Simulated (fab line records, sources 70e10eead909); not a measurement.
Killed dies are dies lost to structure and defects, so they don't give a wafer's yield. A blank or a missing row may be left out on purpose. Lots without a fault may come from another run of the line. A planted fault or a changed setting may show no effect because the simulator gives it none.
Chamber matching | flow nand_harc | NHARC_P_M2_PRE_CLEAN_32 on pecvd-04: 3 sister chambers
The step time 12 s. 14 wafers are shown with their chamber, then 7 later ones without.

WAFERS WITH THEIR CHAMBER
wafer  | chamber | heater_power_outer_w (W) | heater_power_w (W)
L788.2 | 1       | 326                      | 614
L788.3 | 0       | 352                      | 609
L788.4 | 1       | 334                      | 592
L790.1 | 2       | 478                      | 794
L790.5 | 2       | 476                      | 814
L790.6 | 0       | 346                      | 636
L791.1 | 2       | 468                      | 777
L791.4 | 2       | 470                      | 827
L791.6 | 1       | 337                      | 578
L793.4 | 2       | 503                      | 847
L793.5 | 0       | 318                      | 589
L793.6 | 1       | 326                      | 578
L794.3 | 2       | 491                      | 810
L794.4 | 1       | 378                      | 668

SIGNATURES (means of the wafers above)
reading              | chamber 0 | chamber 1 | chamber 2 | scatter within a chamber
heater_power_outer_w | 338.67    | 340.20    | 481.00    | 17.7
heater_power_w       | 611.33    | 606.00    | 811.50    | 29.8
Rule: a wafer's distance from a chamber is the root of the sum, over the readings, of the square of ((its reading less the chamber's mean) divided by the reading's scatter). The wafer belongs to the nearest chamber; if the next one is less than 2 further off, it can't be placed. The scatter: the root of (the sum of the squares of (reading less its chamber's mean) over the shown wafers, divided by (wafers less chambers)).

WAFERS WITHOUT THEIR CHAMBER
wafer  | heater_power_outer_w (W) | heater_power_w (W)
L794.6 | 489                      | 802
L800.2 | 427                      | 741
L800.5 | 416                      | 719
L800.6 | 477                      | 810
L801.1 | 357                      | 645
L801.2 | 447                      | 781
L801.3 | 387                      | 688

WHICH CHAMBER EACH WENT THROUGH
wafer  | from the rows above          | in truth
L794.6 | 2                            | 2
L800.2 | 2                            | 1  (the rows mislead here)
L800.5 | can't be placed: 2 or 0 or 1 | 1
L800.6 | 2                            | 2
L801.1 | can't be placed: 0 or 1      | 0
L801.2 | 2                            | 2
L801.3 | can't be placed: 0 or 1      | 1
Placed correctly: 3 of 7. Can't be placed from these rows: 3 (the true chamber is among the candidates in 3). Placed wrongly: 1.
